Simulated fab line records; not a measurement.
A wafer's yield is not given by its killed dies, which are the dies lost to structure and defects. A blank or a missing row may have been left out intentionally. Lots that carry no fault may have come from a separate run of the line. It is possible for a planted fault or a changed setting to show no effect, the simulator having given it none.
Code-filled problem report in 8D (eight disciplines) form -- flow n5 finfet -- the parts of the form that need people (team, actions taken, sign-off) are left out

1. WHAT IS WRONG
On 3 wafers of 1 lot, cd nm at N5_BEOL_M12_CD_MEAS_10 has a mean of 134.0 nm; fault-free wafers read 140.1 nm, standard deviation 1.3. Measured from the usual mean, that is -4.7 standard deviations.
The step: target cd 140 nm.
Seen first at day 17 04:16 on cd sem-02, wafer L773.2. The record holds 33 wafers of 11 lots with a number at this step. By rule, "out" or "out of limits" means more than 4 standard deviations away from the usual mean. The other wafers with a number count as sound.

2. WHAT IT IS; WHAT IT IS NOT
question,is,is not
which readings at this step,cd nm,-
which lots,L773,"L752, L753, L756, L757, L759, L760, L761, L762, L763, L764"
which wafers of those lots,all that have a number,-
read on which gauges,cd sem-02,"cd sem-01, cd sem-03"
when,from day 17 04:16,up to then (30 sound wafers)

3. SUSPECTS, AND WHAT RULES EACH OUT
Counting: a tool stays on the suspect list if, at a process step up to the reading, it processed all lots that are out and no sound lot following the first of them.
- the gauge at N5_BEOL_M12_CD_MEAS_10 has been ruled out. All the wafers that are out were read on cd sem-02, but those of them that N5_BEOL_M12_EXPOSE_07 has rows for are out there too, on other tools.
- pvd sputter-03 at N5_BEOL_M11_SURFACE_TREAT_76: kept. It ran the lot that is out, L773 (day 17 02:33), and no sound lot after that; its last sound lot up to then is L764 (day 14 11:41).
- pvd sputter-02 at N5_BEOL_M11_SPUTTER_48 (material Cu, target thk 12 nm, time 2 s): kept. It ran the lot that is out, L773 (day 17 02:49), and no sound lot after that; its last sound lot up to then is L763 (day 14 07:31).
- krf scanner-02 at N5_BEOL_M12_EXPOSE_07 (exposes mask V11): kept. It ran the lot that is out, L773 (day 17 04:06), and no sound lot after that; its last sound lot up to then is L764 (day 14 13:26). On those wafers its own readings are out: exposure dose mJ cm2.
pvd sputter-03 at N5_BEOL_M11_SURFACE_TREAT_76, pvd sputter-02 at N5_BEOL_M11_SPUTTER_48 and krf scanner-02 at N5_BEOL_M12_EXPOSE_07 are what is left after counting.

4. THE CAUSE (what the simulator had put in)
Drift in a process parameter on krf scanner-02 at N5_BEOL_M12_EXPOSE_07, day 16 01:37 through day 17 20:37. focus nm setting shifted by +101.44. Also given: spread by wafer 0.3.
3 suspects survive the count, and this tool is in that group.

5. SEQUENCE OF EFFECTS, ordered by route
Each row: a reading whose mean over the struck wafers that have a number lies more than 3 standard deviations from the usual. Readings are gone through only where the record gives a usual standard deviation; hours: the median, over the lots, of the time from a lot's start at the first step in this table giving one to that lot's start at this step; sigmas: the change measured in usual standard deviations.
hours,step,reading,usual,on struck wafers,change,sigmas
0,N5_BEOL_M12_EXPOSE_07,exposure dose mJ cm2,32.49,32.67,+0.18,+5.7
0,N5_BEOL_M12_CD_MEAS_10,cd nm,140.1 nm,134.0,-6.1,-4.7
Its process steps:
- N5_BEOL_M12_EXPOSE_07: exposes mask V11.
Later steps that measure or inspect, where all struck wafers having a row at the step show a number for every such reading and not one has moved that far: N5_BEOL_M12_INSPECT_12.

6. HOW IT WOULD HAVE BEEN CAUGHT EARLIER
Counted from the fault's start at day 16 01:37, it took 27 hours until the first out-of-limits reading at a measuring or inspecting step in this record, taken at day 17 04:16.
The tool's own readings at N5_BEOL_M12_EXPOSE_07 were out on every struck wafer that the step has a row for (exposure dose mJ cm2): an alarm limit on them would have fired on the first of those.
By day 17 04:16 the whole set of lots that are out, 1 in number, had already begun N5_BEOL_M12_EXPOSE_07 on krf scanner-02. None of them would have been spared by holding the tool at that moment.
